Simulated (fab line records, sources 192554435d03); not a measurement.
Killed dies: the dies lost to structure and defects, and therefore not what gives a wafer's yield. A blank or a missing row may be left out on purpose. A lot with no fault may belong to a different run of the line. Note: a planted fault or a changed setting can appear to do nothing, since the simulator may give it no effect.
A single fault, viewed from 2 desks ; flow n5Finfet ; each desk has only its own numbers; what lay behind them comes last

THE METROLOGY DESK
What the gauges read for every lot (on any tool): the sampled wafers with a number, averaged. A lot is out of limits, marked OUT, if its mean lies more than 4 standard deviations from the usual mean; the brackets give that distance. Of its 37 readings 7 are shown: the one that was out of limits first, and those that lie furthest out on some lot.
Columns: A = ION_N at N5_BEOL_M4_RC_MEAS_101, usual 675 uA/um; B = trenchDepthNm at N5_BEOL_M11_OCD_MEAS_38, usual 149.2 nm; C = M11_THK at N5_BEOL_M11_THK_MEAS_53, usual 142 nm; D = M11_RS at N5_BEOL_M11_RS_MEAS_57, usual 0.151 ohm/sq; E = COMB_M15 at N5_BEOL_M15_RC_MEAS_101, usual 2.6e-12 S/m; F = SERP_M11 at N5_BEOL_M15_RC_MEAS_101, usual 3.05 ohm/um; G = SERP_M11_max_site at N5_BEOL_M15_RC_MEAS_101, usual 3.16 ohm/um
lot;first seen here;A;B;C;D;E;F;G
L414;day 7 20:24;681;147.5;140;0.153;2.8e-12;3.11;3.24
L424;day 10 11:46;689;179.7 (+10) OUT;175 (+9.8) OUT;0.131 (-5.1) OUT;3.2e-12;2.65 (-4.3) OUT;2.73 (-4.3) OUT
L429;day 12 12:49;677;150.8;142;0.152;2.4e-12;3.03;3.11
L431;day 12 17:14;698;151.9;144;0.148;2.5e-12;2.98;3.10
L433;day 13 19:52;666;148.4;140;0.153;3.8e-12;3.00;3.12
L436;day 14 01:01;677;149.3;143;0.149;2.8e-12;2.98;3.03
This desk finds L424 out of limits, L424 being first, at day 13 03:01 (trenchDepthNm at N5_BEOL_M11_OCD_MEAS_38). L414, L429, L431, L433, L436 stayed within limits.

FOR THE TOOL OWNER'S DESK: rieDiel-06
The tool's own readings at N5_BEOL_M11_TRENCH_ETCH_37 (etches SiCOH lowk in C4F6/O2, target depth 148.83 nm, time 48 s): means of the sampled wafers that have a number, for each lot that ran on this tool. A lot is out of limits, marked OUT, if its mean lies more than 4 standard deviations from the usual mean; the brackets give that distance.
Columns: A = drypumpMotorCurrentA at N5_BEOL_M11_TRENCH_ETCH_37, usual 5.7 A; B = oesProductAu at N5_BEOL_M11_TRENCH_ETCH_37, usual 0.80 a.u.; C = rfVppV at N5_BEOL_M11_TRENCH_ETCH_37, usual 668 V; D = showerheadPlenumPTorr at N5_BEOL_M11_TRENCH_ETCH_37, usual 2.84 Torr; E = throttleValvePct at N5_BEOL_M11_TRENCH_ETCH_37, usual 20.87 %
lot;first seen here;A;B;C;D;E
L414;day 10 17:41;5.5;0.78;662;2.77;20.86
L424;day 13 02:50;5.9;0.87;671;2.74;21.00
L436;day 16 17:59;5.4;0.83;662;2.76;20.80
This desk's finding: nothing out of limits on any of the 3 lots.

PUT TOGETHER
Metrology desk: alarm possible at day 13 03:01 on L424.
The tool owner's desk saw nothing out of limits.
Tool owner's desk: L424 on record, inside its limits.
Of the lots named, all ran N5_BEOL_M11_TRENCH_ETCH_37 on rieDiel-06.

WHAT WAS PUT IN BY THE SIMULATOR
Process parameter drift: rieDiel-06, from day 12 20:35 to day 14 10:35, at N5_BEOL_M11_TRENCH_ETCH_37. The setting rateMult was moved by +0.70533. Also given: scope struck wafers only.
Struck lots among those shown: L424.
Hours from the fault's start to each desk's first reading out of limits: the metrology desk, 6.
